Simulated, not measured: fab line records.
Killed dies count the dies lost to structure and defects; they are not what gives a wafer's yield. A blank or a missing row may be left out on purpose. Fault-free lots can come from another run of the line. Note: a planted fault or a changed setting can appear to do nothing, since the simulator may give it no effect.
Chamber matching + flow n5-finfet + rie-diel-02 running N5_BEOL_M7_DESCUM_16: 4 sister chambers
The step chemistry O2, time 7.9 s. 4 wafers are shown with their chamber, then 8 later ones without.

EACH WAFER AND ITS CHAMBER
| wafer  | chamber | showerhead-plenum-p-Torr (Torr) |
|--------|---------|---------------------------------|
| L089.4 | 0       | 2.07                            |
| L091.2 | 3       | 2.18                            |
| L091.4 | 1       | 2.01                            |
| L092.1 | 2       | 1.91                            |

WAFERS WHOSE CHAMBER IS MISSING
| wafer  | showerhead-plenum-p-Torr (Torr) |
|--------|---------------------------------|
| L092.4 | 2.00                            |
| L092.6 | 2.18                            |
| L096.2 | 1.91                            |
| L096.3 | 2.18                            |
| L096.4 | 2.00                            |
| L095.2 | 2.00                            |
| L095.3 | 2.17                            |
| L095.5 | 2.00                            |

EACH ONE'S CHAMBER
| wafer  | from the rows above | in truth |
|--------|---------------------|----------|
| L092.4 | 1                   | 1        |
| L092.6 | 3                   | 3        |
| L096.2 | 2                   | 2        |
| L096.3 | 3                   | 3        |
| L096.4 | 1                   | 1        |
| L095.2 | 1                   | 1        |
| L095.3 | 3                   | 3        |
| L095.5 | 1                   | 1        |
Correctly placed: 8 of 8. From these rows, 0 cannot be placed. 0 placed wrongly.
How it was worked out, from the rows above alone: a wafer's distance from a chamber is the root of the sum, over the readings, of the square of ((its reading less the chamber's mean) divided by the reading's scatter). The wafer belongs to the nearest chamber; if the next one is less than 2 further off, it can't be placed. For every chamber, the mean is computed from those of its wafers that are shown. The scatter: with one shown wafer a chamber, the root of the mean of the squares of how far each hidden wafer lies from its nearest shown one.
